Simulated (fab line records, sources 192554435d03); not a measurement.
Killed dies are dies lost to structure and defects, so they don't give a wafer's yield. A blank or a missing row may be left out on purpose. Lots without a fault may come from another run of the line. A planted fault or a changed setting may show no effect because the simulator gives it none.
fab line records | flow n5_finfet
record lots=10 wafers=27 last_day=19
route steps=1938 shown BEOL_M2@916 BEOL_M3@931 BEOL_M4@1111
lots that met no fault: from a run of the same line without faults
start_h: hours from the record's first day to the start of the lot's first wafer shown | wait_h: hours since the lot's step before | " the same as in the row above | L1.1+2: a row that stands for several wafers | - no value, or no start given | * or withheld: withheld | < > ~ a bound
route shown NAME@n: a module of which the file shows steps, and the number in the route of the first | usual: mean/standard deviation of fault-free wafers | same: alike in all rows | chamber/n: place in a boat | sites: the reading at each site | _std_site: their standard deviation | _edge_site: outer sites' mean less inner sites' | radius_mm: how far each site lies from the wafer's centre | mask NAME#n: copy n | behind: the tool/chamber that last shaped the wafer | hold: why the lot was held/for how many hours/how that ended | device: the transistor (n, p or np) that didn't switch | end of line: the same wafers' tests at the end of the route | a step without rows: its recipe alone | killed: dies lost to structure and defects at the first sort, not the wafer's yield | map: a wafer's dies, x killed, . not, _ none there
set.NAME: the setting as run; set.NAME@STEP: as run at that earlier step | model.NAME: the simulator's own value behind a step, which no gauge read
steps of the route over a sample of lots; a table a step, a row a wafer
services: from which hour (start_h, from the record's first day; less than 0 if before it) a tool's chamber was out of use, for how many hours, and why
## steps
# step N5_BEOL_M2_SPUTTER_92
# recipe material=Cu target_thk_a=45 temp_c=-20 chamber_pressure_pa=0.07 power_w=withheld time_s=8.29
# usual chuck_sensor_temp_C=-16.1/0.49 susceptor_temp_C=-20.00/0.11 throttle_valve_pct=30.1/0.94
# columns lot.wafer tool chamber start_h wait_h chuck_sensor_temp_C susceptor_temp_C throttle_valve_pct
L627.2 pvd_sputter-03 - 154.52 0.1 -16.0 -20.09 28.6
L627.3 " - " " -15.9 -19.89 30.7
L627.5 " - " " -16.1 -20.13 28.5
L629.2 pvd_sputter-03 - 192.49 0.1 -15.5 -19.97 30.5
L629.6 " - " " -15.6 -20.09 30.3
L631.1 pvd_sputter-01 - 199.08 0.1 -16.7 -20.15 31.8
L631.3 " - " " -17.3 -19.96 29.5
L631.6 " - " " -17.2 -19.95 29.6
L632.5 pvd_sputter-03 - 203.59 0.0 -16.2 -19.89 28.6
L632.6 " - " " -15.9 -20.07 30.8
L634.1 pvd_sputter-03 - 205.39 0.1 -15.6 -20.13 30.0
L634.2 " - " " -16.1 -19.76 28.4
L634.6 " - " " -15.7 -20.02 30.0
L635.1 pvd_sputter-02 - 206.72 0.1 -16.5 -20.00 29.4
L635.2 " - " " -16.6 -20.06 30.8
L635.3 " - " " -16.0 -19.97 29.6
L637.1 pvd_sputter-03 - 227.57 0.1 -16.0 -20.07 28.8
L637.6 " - " " -15.7 -19.86 29.9
L636.1 pvd_sputter-03 - 230.95 0.1 -15.8 -20.10 30.8
L636.5 " - " " -15.5 -20.03 29.8
L636.6 " - " " -16.1 -20.24 31.0
L648.1 pvd_sputter-03 - 290.07 0.1 -15.7 -19.99 30.3
L648.3 " - " " -15.9 -19.84 31.0
L648.4 " - " " -15.3 -20.14 30.0
L649.1 pvd_sputter-03 - 304.57 0.1 -15.6 -19.84 30.0
L649.3 " - " " -15.3 -19.98 29.8
L649.6 " - " " -15.3 -20.14 29.9
# step N5_BEOL_M2_PRE_CLEAN_60
# recipe gas=NH3/H2 time_s=15 temp_c=* rf_power_w=300
# usual heater_power_outer_w=23/9.3 heater_power_w=91/23 susceptor_temp_C=*
# columns lot.wafer tool chamber start_h wait_h heater_power_outer_w heater_power_w susceptor_temp_C
L627.2 cvd_co-02 0 155.78 0.0 31 94 *
L627.3 " 2 " " 16 75 *
L627.5 " 1 " " 17 84 *
L629.2 cvd_co-01 0 193.76 0.0 19 72 *
L629.6 " 0 " " 19 72 *
L631.1 cvd_co-02 0 200.40 0.0 32 94 *
L631.3 " 1 " " 17 83 *
L631.6 " 0 " " 32 94 *
L632.5 cvd_co-02 0 204.84 0.1 33 96 *
L632.6 " 1 " " 16 82 *
L634.1 cvd_co-01 0 206.66 0.0 19 72 *
L634.2 " 2 " " 13 77 *
L634.6 " 1 " " 39 143 *
L635.1 cvd_co-02 0 208.74 0.3 32 92 *
L635.2 " 1 " " 17 86 *
L635.3 " 2 " " 16 77 *
L637.1 cvd_co-01 0 228.85 0.0 19 74 *
L637.6 " 2 " " 13 77 *
L636.1 cvd_co-01 1 232.22 0.0 39 145 *
L636.5 " 2 " " 13 79 *
L636.6 " 0 " " 19 71 *
L648.1 cvd_co-01 1 291.34 0.0 39 150 *
L648.3 " 2 " " 14 76 *
L648.4 " 2 " " 14 78 *
L649.1 cvd_co-02 1 305.84 0.0 17 82 *
L649.3 " 2 " " 17 77 *
L649.6 " 2 " " 17 80 *
# step N5_BEOL_M3_ILD_DEP_00
# recipe material=SiOC target_thk_a=790 temp_c=350 precursor=DEMS/O2 pressure_torr=5 rf_w=500 time_s=15.3
# usual heater_power_outer_w=254/38 heater_power_w=461/50 showerhead_plenum_p_Torr=5.694/0.013 susceptor_temp_C=350.00/0.23 throttle_valve_pct=12.1/0.6
# columns lot.wafer tool chamber start_h wait_h heater_power_outer_w heater_power_w showerhead_plenum_p_Torr susceptor_temp_C throttle_valve_pct
L627.2 pecvd-03 0 156.07 0.0 273 506 5.692 349.94 12.1
L627.3 " 2 " " 192 365 5.696 350.14 11.7
L627.5 " 1 " " 258 443 5.688 350.08 13.4
L629.2 pecvd-02 0 194.04 0.0 273 503 5.687 350.58 12.4
L629.6 " 2 " " 275 449 5.697 350.30 11.1
L631.1 pecvd-04 2 200.68 0.0 275 534 5.676 349.83 11.4
L631.3 " 2 " " 280 522 5.689 350.09 11.2
L631.6 " 2 " " 290 529 5.660 350.02 11.2
L632.5 pecvd-04 1 205.12 0.1 298 503 5.714 349.82 12.4
L632.6 " 2 " " 277 527 5.673 350.10 11.4
L634.1 pecvd-02 1 206.94 0.0 276 499 5.698 349.97 11.7
L634.2 " 0 " " 270 518 5.685 349.91 12.4
L634.6 " 0 " " 270 506 5.684 349.83 12.3
L635.1 pecvd-02 1 209.02 0.0 289 520 5.687 349.80 11.9
L635.2 " 0 " " 288 535 5.686 350.36 12.3
L635.3 " 2 " " 296 492 5.705 350.08 11.4
L637.1 pecvd-03 0 229.18 0.0 235 461 5.694 350.02 12.4
L637.6 " 2 " " 196 372 5.694 349.48 11.6
L636.1 pecvd-03 0 232.50 0.0 234 462 5.693 349.99 12.1
L636.5 " 0 " " 232 462 5.690 350.44 12.3
L636.6 " 1 " " 300 516 5.682 349.86 13.4
L648.1 pecvd-03 2 291.62 0.0 255 446 5.716 350.07 12.1
L648.3 " 1 " " 242 424 5.698 350.21 13.0
L648.4 " 0 " " 225 443 5.696 356.20 12.0
L649.1 pecvd-04 1 306.13 0.0 277 439 5.728 349.78 12.3
L649.3 " 2 " " 243 465 5.672 350.24 11.6
L649.6 " 2 " " 248 479 5.683 349.95 11.5
# step N5_BEOL_M3_PECVD_72
# recipe material=SiO2 target_thk_a=160 temp_c=400 precursor=TEOS/O2 pressure_torr=5.5 rf_w=450 teos_flow_sccm=53.8 gas=O2 flow_sccm=3000 time_s=18
# usual heater_power_outer_w=416/53 heater_power_w=687/62 showerhead_plenum_p_Torr=8.79/0.048 susceptor_temp_C=399.97/0.22 throttle_valve_pct=22.7/1.1
# columns lot.wafer tool chamber start_h wait_h heater_power_outer_w heater_power_w showerhead_plenum_p_Torr susceptor_temp_C throttle_valve_pct
L627.2 pecvd-04 0 156.18 0.0 270 534 8.84 399.91 23.9
L627.3 " 2 " " 414 709 8.70 400.01 21.1
L627.5 " 2 " " 414 731 8.70 400.31 21.0
L629.2 pecvd-03 0 194.15 0.0 387 691 8.78 400.28 22.8
L629.6 " 1 " " 467 747 8.79 399.86 24.4
L631.1 pecvd-02 0 200.80 0.0 422 721 8.77 399.70 23.5
L631.3 " 2 " " 526 768 8.76 400.04 21.4
L631.6 " 1 " " 467 749 8.79 399.81 22.2
L632.5 pecvd-03 1 205.23 0.1 452 723 8.78 399.60 24.6
L632.6 " 0 " " 385 690 8.75 400.15 22.8
L634.1 pecvd-03 1 207.05 0.0 395 636 8.79 399.96 24.7
L634.2 " 0 " " 329 625 8.78 400.03 22.8
L634.6 " 2 " " 356 595 8.80 399.99 22.0
L635.1 pecvd-04 2 209.13 0.0 448 754 8.71 399.44 21.4
L635.2 " 1 " " 419 643 8.85 399.82 23.4
L635.3 " 0 " " 372 640 8.87 399.79 24.1
L637.1 pecvd-02 2 229.30 0.0 471 724 8.75 400.21 21.3
L637.6 " 0 " " 365 671 8.74 399.90 23.3
L636.1 pecvd-04 1 232.61 0.0 463 676 8.86 400.32 23.0
L636.5 " 1 " " 459 700 8.86 400.73 23.3
L636.6 " 0 " " 305 592 8.86 400.33 24.2
L648.1 pecvd-04 0 291.73 0.0 292 575 8.85 400.18 24.0
L648.3 " 1 " " 463 704 8.86 399.92 23.1
L648.4 " 2 " " 476 809 8.70 399.97 21.6
L649.1 pecvd-03 2 306.23 0.0 355 578 8.79 399.92 22.4
L649.3 " 0 " " 388 680 8.76 399.86 23.0
L649.6 " 1 " " 401 635 8.75 400.25 24.7
# step N5_BEOL_M4_RC_MEAS_101
# usual DIBL_N=36.0/1.6 DIBL_P=35.8/2 IOFF_N=0.152/0.03 IOFF_P=0.20/0.031 ION_N=670/12 ION_P=459/7.4 SS_N=71.5/0.56 SS_P=73.2/0.64 VT_N=251/3.5 VT_P=-252/3.3
# columns lot.wafer tool chamber start_h wait_h DIBL_N[mV/V] DIBL_P[mV/V] IOFF_N[nA/um] IOFF_P[nA/um] ION_N[uA/um] ION_P[uA/um] SS_N[mV/dec] SS_P[mV/dec] VT_N[mV] VT_P[mV]
L627.2 prober-02 0 203.82 0.2 36.7 35.8 0.154 0.20 674 462 72.0 73.0 251 -253
L627.3 " 0 " " 36.7 35.5 0.141 0.19 657 454 71.0 73.0 254 -254
L627.5 " 0 " " 33.5 31.3 0.101 0.15 650 450 71.0 72.1 255 -256
L629.2 prober-01 0 214.81 0.2 36.7 37.3 0.176 0.21 670 452 71.8 73.2 251 -251
L629.6 " 0 " " 35.8 35.5 0.165 0.19 667 456 71.8 73.5 247 -254
L631.1 prober-01 0 238.45 0.0 33.6 34.2 0.113 0.19 644 456 71.4 72.4 255 -247
L631.3 " 0 " " 36.9 38.5 0.172 0.26 676 473 71.7 73.6 248 -245
L631.6 " 0 " " 34.7 35.2 0.136 0.21 673 473 71.2 72.9 253 -248
L632.5 prober-02 0 239.46 0.6 36.8 37.0 0.170 0.20 665 449 71.2 73.4 247 -253
L632.6 " 0 " " 34.7 35.1 0.134 0.18 667 457 71.4 73.4 253 -252
L634.1 prober-01 0 245.94 0.0 34.2 33.1 0.111 0.15 654 447 71.0 71.8 257 -257
L634.2 " 0 " " 35.1 34.1 0.124 0.15 647 441 71.6 72.7 255 -255
L634.6 " 0 " " 36.6 36.1 0.150 0.18 663 451 72.1 73.1 251 -256
L635.1 prober-01 0 247.01 0.0 33.3 33.0 0.110 0.16 659 457 71.8 72.7 253 -254
L635.2 " 0 " " 34.2 35.2 0.129 0.19 661 457 71.1 73.3 252 -252
L635.3 " 0 " " 36.2 38.0 0.170 0.23 678 463 71.6 73.7 249 -247
L636.1 prober-02 0 252.74 0.0 35.8 35.9 0.134 0.17 677 452 71.8 72.7 252 -258
L636.5 " 0 " " 35.1 35.9 0.132 0.18 669 467 71.2 72.4 252 -256
L636.6 " 0 " " 36.3 36.2 0.141 0.17 662 451 71.6 73.2 253 -258
L637.1 prober-01 0 275.60 0.0 36.2 35.1 0.121 0.17 644 446 71.9 72.7 260 -257
L637.6 " 0 " " 37.3 37.2 0.154 0.21 669 456 72.3 73.1 253 -252
L648.1 prober-01 0 342.77 0.0 35.3 36.1 0.156 0.23 681 467 71.0 73.7 248 -249
L648.3 " 0 " " 35.7 36.1 0.171 0.22 677 468 71.2 74.0 249 -250
L648.4 " 0 " " 37.0 37.1 0.177 0.23 676 465 71.9 74.4 251 -250
L649.1 prober-02 0 347.34 0.0 34.3 34.4 0.129 0.17 655 454 70.4 72.7 250 -253
L649.3 " 0 " " 31.8 30.1 0.087 0.11 632 435 71.7 71.6 259 -261
L649.6 " 0 " " 33.2 32.1 0.113 0.14 658 449 71.2 72.2 255 -258
## services
# columns tool chamber start_h hours kind
pvd_sputter-01 - 143.59 5.2 repair
cvd_co-02 - 158.69 6.9 pm
pecvd-03 - 162.43 2.2 repair
pecvd-02 - 165.07 2.8 pm
pecvd-04 1 196.95 5.5 scheduled_down
pecvd-04 - 203.08 1.3 repair
pecvd-03 1 223.73 6.0 repair
pecvd-02 1 233.21 2.1 scheduled_down
pecvd-03 2 234.72 9.0 repair
pecvd-04 0 256.02 5.2 repair
pecvd-02 0 273.00 5.5 scheduled_down
pecvd-04 2 301.00 2.5 repair
## key
first_sign step=N5_BEOL_M3_ILD_DEP_00 reading=susceptor_temp_C direction=up sigmas=27 usual=* struck=*
effect none on later readings
met_at N5_BEOL_M3_ILD_DEP_00
struck_lots L648
struck_wafers L648.4
not_acting_at N5_BEOL_M2_SPUTTER_92,N5_BEOL_M2_PRE_CLEAN_60,N5_BEOL_M3_PECVD_72
onset_between 232.50 291.62
fault kind=process_parameter_drift tool=pecvd-03 chamber=0 onset_h=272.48 steps=N5_BEOL_M3_ILD_DEP_00 channel=temp_c offset=* shape=step end_h=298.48 acts_in=* stated=*
